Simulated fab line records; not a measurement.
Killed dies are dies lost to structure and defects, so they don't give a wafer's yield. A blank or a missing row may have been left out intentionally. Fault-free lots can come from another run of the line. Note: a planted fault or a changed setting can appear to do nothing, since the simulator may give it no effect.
A struck lot beside a sound one -- flow nand-harc -- 14 steps out of a route of 1302
Sound: wafers L175.3, L175.4, L175.6. Struck: wafer L187.6 (left out: L187.1, L187.2 of the same lot, which were not struck); the cause appears at the end.
For every step that has rows: the tool of each side, followed by ch and its chambers, followed by its first start. Under that, the readings that differ: sound wafers -- struck wafers -- difference of the means -- sigmas: that difference in standard deviations of wafers without a fault.
alike: a reading whose means differ by less than 2 such deviations, as well as words and numbers matching on both sides. not compared: withheld readings; readings where some wafer has no value; bounds like >300 that might hide an equal value; numbers whose values overlap and for which the record gives no deviation.
A row with sigmas, a row that says differs or no value, or rows on one side alone: a step with any of these is where the two part. Numbers that have no deviation but don't overlap get no sigmas and don't part them. A reading that every wafer of one side lacks parts them only if that side has two wafers or more.

NHARC_A_CHANNEL_HOLE_D1_CD_MEAS_30:
  struck on cd-sem-03, day 16 11:38; sound on cd-sem-02, day 11 00:41
  alike: cd-nm
NHARC_A_CHANNEL_HOLE_D1_XSEM_31:
  sound on xsem-01 ch 0, day 11 00:47; struck on xsem-02 ch 0, day 16 11:44
reading,sound,struck,difference,sigmas
tilt-deg (degrees),0.15 0.15 0.14,0.03,-0.12,-2
  alike: bot-cd-nm, bow-nm
NHARC_A_CHANNEL_HOLE_D1_INSPECT_40:
  struck on defect-inspect-02, day 16 11:50; sound on defect-inspect-02, day 11 00:52
  alike: raw-defect-count
then, 2 steps without rows for these wafers: NHARC_A_CHANNEL_FILL_D1_PRECLEAN_00 (cleans in SC1); NHARC_A_CHANNEL_FILL_D1_SRD_01.
NHARC_A_CHANNEL_FILL_D1_ALD_02: deposits SiO2, target thk 6 nm, pulse time 10 s, ald cycles 60.
  sound on ald-hk-04 ch 0,1,2, day 11 01:04; struck on ald-hk-01 ch 0, day 16 12:02
  alike: heater-power-w, precursor-pulse-height-rel
NHARC_A_CHANNEL_FILL_D1_ALD_03: deposits SiNx, target thk 6 nm, pulse time 60 s, ald cycles 58.
  sound on ald-sin-batch-03 ch 0; struck on ald-sin-batch-02 ch 0
  alike: precursor-pulse-height-rel
NHARC_A_CHANNEL_FILL_D1_ALD_14: deposits SiO2, target thk 2.5 nm, pulse time 10 s, ald cycles 25.
  sound on ald-hk-03 ch 0,1,2, day 11 08:07; struck on ald-hk-04 ch 3, day 16 19:04
  alike: heater-power-w, precursor-pulse-height-rel
then, 1 step without rows for these wafers: NHARC_A_CHANNEL_FILL_D1_ALD_15 (deposits SiNx, target thk 2 nm, pulse time 60 s, ald cycles 19).
NHARC_A_CHANNEL_FILL_D1_ALD_16: deposits SiO2, target thk 1.5 nm, pulse time 10 s, ald cycles 15.
  sound on ald-hk-01 ch 2,3, day 11 13:19; struck on ald-hk-01 ch 1, day 17 00:16
reading,sound,struck,difference,sigmas
heater-power-w (W),376 439 386,520,+120,+2
precursor-pulse-height-rel,0.969 0.980 0.987,1.016,+0.037,+2
then, 2 steps without rows for these wafers: NHARC_A_CHANNEL_FILL_D1_ANNEAL_17 (time 1800 s); NHARC_A_CHANNEL_FILL_D1_CVD_18 (deposits poly-Si, target thk 3 nm).
NHARC_A_CHANNEL_FILL_D1_ETCHBACK_19: etches the open film in HBr/Cl2, target depth 5 nm, time 1.7 s.
  sound on rie-si-06 ch 0,1,2, day 12 01:18; struck on rie-si-03 ch 2, day 17 12:41
reading,sound,struck,difference,sigmas
drypump-motor-current-A (A),5.5 5.9 5.1,6.5,+1.0,+2
oes-product-au (a.u.),1.018 1.013 0.995,0.762,-0.247,-15
  alike: bias-w, throttle-valve-pct
  not compared: rf-hours-counter-h
then, 1 step without rows for these wafers: NHARC_A_CHANNEL_FILL_D1_ETCHBACK_20 (etches the open film in C4F8/O2/Ar, target depth 27 nm, time 13.5 s).

WHERE THEY PART
At NHARC_A_CHANNEL_HOLE_D1_XSEM_31 first; at NHARC_A_CHANNEL_FILL_D1_ETCHBACK_19 last (within this record only).

WHY: whatever the simulator had introduced
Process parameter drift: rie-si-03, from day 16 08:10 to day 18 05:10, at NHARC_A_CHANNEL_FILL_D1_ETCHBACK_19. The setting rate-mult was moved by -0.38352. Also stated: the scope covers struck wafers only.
